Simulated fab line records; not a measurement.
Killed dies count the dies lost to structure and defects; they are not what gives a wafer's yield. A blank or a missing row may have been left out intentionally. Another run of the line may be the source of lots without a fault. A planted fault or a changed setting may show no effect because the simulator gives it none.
Chamber matching :: flow n5-finfet :: 4 sister chambers for N5_BEOL_M3_ALD_98 on ald-sin-02
The step deposits SiO2, target thk 2.5 nm, pulse time 1 s, co reactant pulse time 1 s. 8 wafers are shown with their chamber, then 10 later ones without.

## EACH WAFER AND ITS CHAMBER
wafer: L082.3
chamber: 3
heater-power-w (W): 69
precursor-pulse-height-rel: 1.034

wafer: L086.2
chamber: 0
heater-power-w (W): 73
precursor-pulse-height-rel: 1.026

wafer: L088.5
chamber: 1
heater-power-w (W): 80
precursor-pulse-height-rel: 0.993

wafer: L090.1
chamber: 2
heater-power-w (W): 94
precursor-pulse-height-rel: 0.991

wafer: L090.5
chamber: 3
heater-power-w (W): 70
precursor-pulse-height-rel: 0.999

wafer: L090.6
chamber: 2
heater-power-w (W): 92
precursor-pulse-height-rel: 1.006

wafer: L092.2
chamber: 1
heater-power-w (W): 80
precursor-pulse-height-rel: 0.989

wafer: L092.4
chamber: 0
heater-power-w (W): 73
precursor-pulse-height-rel: 0.969

## WAFERS WITHOUT THEIR CHAMBER
wafer: L092.5
heater-power-w (W): 95
precursor-pulse-height-rel: 1.000

wafer: L093.2
heater-power-w (W): 72
precursor-pulse-height-rel: 1.026

wafer: L093.4
heater-power-w (W): 71
precursor-pulse-height-rel: 0.995

wafer: L093.6
heater-power-w (W): 81
precursor-pulse-height-rel: 1.010

wafer: L094.4
heater-power-w (W): 70
precursor-pulse-height-rel: 1.000

wafer: L094.5
heater-power-w (W): 74
precursor-pulse-height-rel: 1.000

wafer: L094.6
heater-power-w (W): 82
precursor-pulse-height-rel: 0.987

wafer: L095.1
heater-power-w (W): 72
precursor-pulse-height-rel: 1.029

wafer: L095.3
heater-power-w (W): 94
precursor-pulse-height-rel: 0.979

wafer: L095.6
heater-power-w (W): 74
precursor-pulse-height-rel: 0.989

## THE CHAMBER EACH PASSED THROUGH
wafer: L092.5
from the rows above: 2
in truth: 2

wafer: L093.2
from the rows above: can't be placed: 0 or 3
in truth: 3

wafer: L093.4
from the rows above: can't be placed: 3 or 0
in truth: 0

wafer: L093.6
from the rows above: 1
in truth: 1

wafer: L094.4
from the rows above: 3
in truth: 3

wafer: L094.5
from the rows above: 0
in truth: 0

wafer: L094.6
from the rows above: 1
in truth: 1

wafer: L095.1
from the rows above: can't be placed: 0 or 3
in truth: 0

wafer: L095.3
from the rows above: 2
in truth: 2

wafer: L095.6
from the rows above: 0
in truth: 0
Correct placement for 7 of the 10. Not placeable from these rows: 3 (in 3, the candidates include the true chamber). Wrongly placed: 0.
How it was worked out, from the rows above alone: a wafer's distance from a chamber is the root of the sum, over the readings, of the square of ((its reading less the chamber's mean) divided by the reading's scatter). The wafer belongs to the nearest chamber; if the next one is less than 2 further off, it can't be placed. The mean given for a chamber averages the wafers shown for that chamber. The scatter: the root of (the sum of the squares of (reading less its chamber's mean) over the shown wafers, divided by (wafers less chambers)).
